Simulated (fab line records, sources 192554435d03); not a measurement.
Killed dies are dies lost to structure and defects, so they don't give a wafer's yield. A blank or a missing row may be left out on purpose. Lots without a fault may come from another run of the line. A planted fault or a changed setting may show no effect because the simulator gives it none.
Chamber matching | flow n5_finfet | N5_BEOL_M13_ILD_DEP_00 on pecvd-03: 3 sister chambers
The step deposits SiOC from DEMS/O2, target thk 837.92 nm, time 166.4 s. 16 wafers are shown with their chamber, then 8 later ones without.

WAFERS WITH THEIR CHAMBER
wafer  | chamber | throttle_valve_pct (%) | heater_power_w (W) | showerhead_plenum_p_Torr (Torr)
L074.3 | 1       | 11.2                   | 571                | 5.703
L074.5 | 0       | 11.6                   | 418                | 5.701
L074.6 | 1       | 11.1                   | 467                | 5.696
L081.2 | 1       | 10.8                   | 551                | 5.674
L081.5 | 0       | 12.0                   | 548                | 5.682
L081.6 | 1       | 11.0                   | 578                | 5.701
L084.3 | 2       | 12.4                   | 403                | 5.698
L084.4 | 1       | 11.0                   | 462                | 5.697
L084.6 | 0       | 11.9                   | 525                | 5.695
L088.1 | 2       | 12.3                   | 385                | 5.685
L088.3 | 0       | 11.7                   | 508                | 5.696
L088.5 | 0       | 11.8                   | 526                | 5.686
L091.1 | 2       | 11.9                   | 408                | 5.688
L091.2 | 1       | 11.1                   | 611                | 5.682
L091.6 | 1       | 11.0                   | 479                | 5.681
L093.2 | 0       | 11.8                   | 512                | 5.695

SIGNATURES (means of the wafers above)
reading                  | chamber 0 | chamber 1 | chamber 2 | scatter within a chamber
throttle_valve_pct       | 11.800    | 11.029    | 12.200    | 0.16
heater_power_w           | 506.17    | 531.29    | 398.67    | 50.2
showerhead_plenum_p_Torr | 5.69250   | 5.69057   | 5.69033   | 0.00926
Rule: a wafer's distance from a chamber is the root of the sum, over the readings, of the square of ((its reading less the chamber's mean) divided by the reading's scatter). The wafer belongs to the nearest chamber; if the next one is less than 2 further off, it can't be placed. The scatter: the root of (the sum of the squares of (reading less its chamber's mean) over the shown wafers, divided by (wafers less chambers)).

WAFERS WITHOUT THEIR CHAMBER
wafer  | throttle_valve_pct (%) | heater_power_w (W) | showerhead_plenum_p_Torr (Torr)
L093.4 | 11.9                   | 542                | 5.697
L093.5 | 12.0                   | 382                | 5.690
L096.2 | 12.0                   | 403                | 5.715
L096.4 | 11.9                   | 524                | 5.693
L096.5 | 11.0                   | 577                | 5.680
L097.1 | 11.9                   | 485                | 5.691
L097.3 | 10.9                   | 549                | 5.682
L097.5 | 11.8                   | 512                | 5.707

WHICH CHAMBER EACH WENT THROUGH
wafer  | from the rows above     | in truth
L093.4 | 0                       | 0
L093.5 | can't be placed: 2 or 0 | 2
L096.2 | can't be placed: 2 or 0 | 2
L096.4 | 0                       | 0
L096.5 | 1                       | 1
L097.1 | can't be placed: 0 or 2 | 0
L097.3 | 1                       | 1
L097.5 | 0                       | 0
Placed correctly: 5 of 8. Can't be placed from these rows: 3 (the true chamber is among the candidates in 3). Placed wrongly: 0.
